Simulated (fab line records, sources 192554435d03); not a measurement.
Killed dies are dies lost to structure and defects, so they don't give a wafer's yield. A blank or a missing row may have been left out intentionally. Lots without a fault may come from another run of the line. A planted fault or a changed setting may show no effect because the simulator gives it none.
Split-lot experiment / flow n5 finfet / 21 wafers read from 7 lots, route of 1938 steps

## THE SPLIT
At N5_BEOL_M14_TRENCH_ETCH_34 (etches SiO2 in C4F8/O2/Ar, target depth 556.65 nm, time 126.9 s), the setting time s was moved away from the recipe's 126.9 s on 9 of the 21 wafers read, by +7.9% to +16.0%. For the rest of the wafers, this setting stayed at what the recipe calls for.

## FROM THE SPLIT TO THE READING: what the file shows between them, 10 steps
- N5_BEOL_M14_STRIP_70: strips in C4F8/O2/Ar
- N5_BEOL_M14_OCD_MEAS_35
- N5_BEOL_M14_STRIP_37: strips in O2
- N5_BEOL_M14_ETCH_38: etches SiCN in CF4/N2, target depth 106.5 nm, time 120.6 s
- N5_BEOL_M14_ECD_47: material Cu, target thk 1248 nm
- N5_BEOL_M14_ANNEAL_48: time 90 s
- N5_BEOL_M14_CMP_49: polishes, stops on SiO2, t overpolish 5.2 s, target thk 560 nm
- N5_BEOL_M14_THK_MEAS_50: measures by xrf
- N5_BEOL_M14_PRE_CLEAN_52: time 15 s
- N5_BEOL_M14_DEP_53: deposits SiCN from 3MS/NH3, target thk 50 nm, time 17.8 s

## THE READING
M14_RS (ohm/sq), read at N5_BEOL_M14_RS_MEAS_54 with a four-point probe. A value of 0.0329 ohm/sq with a standard deviation of 0.00042 ohm/sq is what fault-free wafers of this fab line usually give.

wafer=L074.3; tool, chamber at the split=rie diel-06, 2; time s as run, s=126.9; against the recipe=recipe; M14_RS, ohm/sq=0.0331; against lot-mates on the recipe=-
wafer=L074.5; tool, chamber at the split=rie diel-06, 2; time s as run, s=126.9; against the recipe=recipe; M14_RS, ohm/sq=0.0330; against lot-mates on the recipe=-
wafer=L074.6; tool, chamber at the split=rie diel-06, 3; time s as run, s=126.9; against the recipe=recipe; M14_RS, ohm/sq=0.0327; against lot-mates on the recipe=-
wafer=L079.1; tool, chamber at the split=rie diel-06, 3; time s as run, s=147.2; against the recipe=+16.0%; M14_RS, ohm/sq=0.0278; against lot-mates on the recipe=no lot-mate on the recipe
wafer=L079.3; tool, chamber at the split=rie diel-06, 2; time s as run, s=147.2; against the recipe=+16.0%; M14_RS, ohm/sq=0.0282; against lot-mates on the recipe=no lot-mate on the recipe
wafer=L079.6; tool, chamber at the split=rie diel-06, 0; time s as run, s=147.2; against the recipe=+16.0%; M14_RS, ohm/sq=0.0279; against lot-mates on the recipe=no lot-mate on the recipe
wafer=L086.2; tool, chamber at the split=rie diel-01, 2; time s as run, s=126.9; against the recipe=recipe; M14_RS, ohm/sq=0.0318; against lot-mates on the recipe=-
wafer=L086.5; tool, chamber at the split=rie diel-01, 1; time s as run, s=146.4; against the recipe=+15.4%; M14_RS, ohm/sq=0.0278; against lot-mates on the recipe=-0.0040
wafer=L086.6; tool, chamber at the split=rie diel-01, 0; time s as run, s=146.4; against the recipe=+15.4%; M14_RS, ohm/sq=0.0282; against lot-mates on the recipe=-0.0036
wafer=L085.4; tool, chamber at the split=rie diel-05, 0; time s as run, s=145.9; against the recipe=+15.0%; M14_RS, ohm/sq=0.0285; against lot-mates on the recipe=-0.0039
wafer=L085.5; tool, chamber at the split=rie diel-05, 0; time s as run, s=145.9; against the recipe=+15.0%; M14_RS, ohm/sq=0.0285; against lot-mates on the recipe=-0.0039
wafer=L085.6; tool, chamber at the split=rie diel-05, 3; time s as run, s=126.9; against the recipe=recipe; M14_RS, ohm/sq=0.0324; against lot-mates on the recipe=-
wafer=L088.1; tool, chamber at the split=rie diel-06, 0; time s as run, s=126.9; against the recipe=recipe; M14_RS, ohm/sq=0.0335; against lot-mates on the recipe=-
wafer=L088.5; tool, chamber at the split=rie diel-06, 0; time s as run, s=126.9; against the recipe=recipe; M14_RS, ohm/sq=0.0333; against lot-mates on the recipe=-
wafer=L088.6; tool, chamber at the split=rie diel-06, 1; time s as run, s=126.9; against the recipe=recipe; M14_RS, ohm/sq=0.0334; against lot-mates on the recipe=-
wafer=L092.2; tool, chamber at the split=rie diel-05, 1; time s as run, s=126.9; against the recipe=recipe; M14_RS, ohm/sq=0.0334; against lot-mates on the recipe=-
wafer=L092.5; tool, chamber at the split=rie diel-05, 2; time s as run, s=126.9; against the recipe=recipe; M14_RS, ohm/sq=0.0328; against lot-mates on the recipe=-
wafer=L092.6; tool, chamber at the split=rie diel-05, 3; time s as run, s=126.9; against the recipe=recipe; M14_RS, ohm/sq=0.0327; against lot-mates on the recipe=-
wafer=L096.2; tool, chamber at the split=rie diel-06, 0; time s as run, s=126.9; against the recipe=recipe; M14_RS, ohm/sq=0.0333; against lot-mates on the recipe=-
wafer=L096.5; tool, chamber at the split=rie diel-06, 0; time s as run, s=136.9; against the recipe=+7.9%; M14_RS, ohm/sq=0.0311; against lot-mates on the recipe=-0.0022
wafer=L096.6; tool, chamber at the split=rie diel-06, 3; time s as run, s=136.9; against the recipe=+7.9%; M14_RS, ohm/sq=0.0309; against lot-mates on the recipe=-0.0024

THE FIT
A straight line over all 21 wafers: M14_RS changes by -0.000309 ohm/sq for each +1% of time s; r = -0.98; the points scatter about the line by 0.00043 ohm/sq.
The same after taking each lot's own level away (the mean of its wafers on the recipe; 18 wafers): -0.000257 ohm/sq for each +1%; r = -0.99; scatter 0.00021 ohm/sq.
Per that fit: largest time s move, reading shift of 0.0041 ohm/sq.
From 0.03180 to 0.03340 ohm/sq: that is the span of the lots' own levels, equal to 3.8 times the standard deviation above.
So the slope is not independent of the lot-to-lot level: the two fits are not the same.
Check: for one of the wafers moved furthest among these (+15.4%), held out of the fit, the line's prediction against its lot-mates is -0.00396 ohm/sq. Against them it came out at -0.004 ohm/sq.

## THE WHOLE CHAIN: every reading that the file lists as answering this split, in the file's order
step=N5_BEOL_M14_TRENCH_ETCH_34; what it does=etches SiO2 in C4F8/O2/Ar, target depth 556.65 nm, time 126.9 s; reading=etch.depth nm (the simulator's own value, which no gauge read); change (the file's fit)=+5.08 nm for each +1% of the setting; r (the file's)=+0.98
step=N5_BEOL_M14_OCD_MEAS_35; what it does=; reading=trench depth nm; change (the file's fit)=+5.08 nm for each +1% of the setting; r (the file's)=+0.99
step=N5_BEOL_M14_CMP_49; what it does=polishes, stops on SiO2, t overpolish 5.2 s, target thk 560 nm; reading=Cu_of_BEOL_M14_ECD_47.thk nm (the simulator's own value, which no gauge read); change (the file's fit)=+5.11 nm for each +1% of the setting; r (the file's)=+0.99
step=N5_BEOL_M14_THK_MEAS_50; what it does=measures by xrf; reading=M14_THK; change (the file's fit)=+5.09 for each +1% of the setting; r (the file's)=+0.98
step=N5_BEOL_M14_RS_MEAS_54; what it does=measures by four-point-probe; reading=M14_RS; change (the file's fit)=-0.000259 for each +1% of the setting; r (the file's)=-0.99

## FILE'S OWN FIT
M14_RS changes by -0.000259 ohm/sq for each +1% of time s, r = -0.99.
